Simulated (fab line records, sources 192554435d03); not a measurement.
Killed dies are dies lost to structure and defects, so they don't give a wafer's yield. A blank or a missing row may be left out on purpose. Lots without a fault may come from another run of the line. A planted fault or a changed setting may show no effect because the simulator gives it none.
Split-lot experiment | flow n5_finfet | 7 lots, 21 wafers read, on a route of 1938 steps

THE SPLIT
At N5_GATE_CUT_COAT_35 (time 60 s, resist thk 10 nm), the setting spin_rpm was moved away from the recipe's 1500 rpm on 9 of the 21 wafers read, by -9.0% to +4.1%. The other wafers ran this setting at the recipe's value.

The reading is taken at the split's own step.

THE READING
SiARC_of_GATE_CUT_COAT_35.thk_nm (the simulator's own value, which no gauge read), in nm, at N5_GATE_CUT_COAT_35 (time 60 s, resist thk 10 nm). The file gives no usual value for it.

wafer  | tool, chamber at the split | spin_rpm as run, rpm | against the recipe | SiARC_of_GATE_CUT_COAT_35.thk_nm, nm | against lot-mates on the recipe
L078.1 | litho_track-02, 0          | 1500                 | recipe             | 10                                   | -
L078.3 | litho_track-02, 0          | 1380                 | -8.0%              | 10.4                                 | +0.4
L078.5 | litho_track-02, 0          | 1380                 | -8.0%              | 10.4                                 | +0.4
L079.3 | litho_track-03, 0          | 1500                 | recipe             | 10                                   | -
L079.4 | litho_track-03, 0          | 1500                 | recipe             | 10                                   | -
L079.6 | litho_track-03, 0          | 1500                 | recipe             | 10                                   | -
L081.3 | litho_track-04, 0          | 1500                 | recipe             | 10                                   | -
L081.4 | litho_track-04, 0          | 1500                 | recipe             | 10                                   | -
L081.6 | litho_track-04, 0          | 1500                 | recipe             | 10                                   | -
L085.1 | litho_track-04, 0          | 1422                 | -5.2%              | 10.2                                 | +0.2
L085.3 | litho_track-04, 0          | 1422                 | -5.2%              | 10.2                                 | +0.2
L085.2 | litho_track-04, 0          | 1500                 | recipe             | 10                                   | -
L089.1 | litho_track-02, 0          | 1500                 | recipe             | 10                                   | -
L089.3 | litho_track-02, 0          | 1500                 | recipe             | 10                                   | -
L089.4 | litho_track-02, 0          | 1500                 | recipe             | 10                                   | -
L092.2 | litho_track-03, 0          | 1500                 | recipe             | 10                                   | -
L092.3 | litho_track-03, 0          | 1365                 | -9.0%              | 10.6                                 | +0.6
L092.5 | litho_track-03, 0          | 1365                 | -9.0%              | 10.4                                 | +0.4
L093.1 | litho_track-03, 0          | 1562                 | +4.1%              | 9.8                                  | no lot-mate on the recipe
L093.4 | litho_track-03, 0          | 1562                 | +4.1%              | 9.8                                  | no lot-mate on the recipe
L093.6 | litho_track-03, 0          | 1562                 | +4.1%              | 9.8                                  | no lot-mate on the recipe

THE FIT
A straight line over all 21 wafers: SiARC_of_GATE_CUT_COAT_35.thk_nm changes by -0.0506 nm for each +1% of spin_rpm; r = -0.98; the points scatter about the line by 0.041 nm.
The same after taking each lot's own level away (the mean of its wafers on the recipe; 18 wafers): -0.0514 nm for each +1%; r = -0.98; scatter 0.045 nm.
On that fit, the largest move of spin_rpm shifts the reading by 0.46 nm.
The lots' own levels span 10.00 to 10.00 nm.
So the lot-to-lot level changes the slope little: the two slopes agree.
Check: with one of the wafers moved furthest among these (-9.0%) left out of the fit, the line predicts +0.414 nm for it against its lot-mates. It came out at +0.6 nm against them.

OTHER SPLITS ON THESE WAFERS
These wafers also went through other splits before the reading. Each is held against what the fit with the lots' levels taken away leaves over:
other split on the same wafers       | wafers away from the commonest value | r with SiARC_of_GATE_CUT_COAT_35.thk_nm (lot level and that fit taken away)
N5_ZERO_LAYER_PECVD_02 time_s        | 5                                    | +0.09
N5_ZERO_LAYER_COAT_05 spin_rpm       | 4                                    | +0.01
N5_FIN_SAQP_PEB_14 peb_time_s        | 5                                    | +0.26
N5_FIN_SAQP_ETCH_34 source_w         | 6                                    | +0.11
N5_FIN_CUT_COAT_18 spin_rpm          | 8                                    | +0.01
N5_DUMMY_GATE_COAT_28 spin_rpm       | 10                                   | -0.34
N5_SD_EPI_N_EPI_21 epi_growth_time_s | 9                                    | +0.29

THE FILE'S OWN FIT
SiARC_of_GATE_CUT_COAT_35.thk_nm changes by -0.0508 nm for each +1% of spin_rpm, r = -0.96.
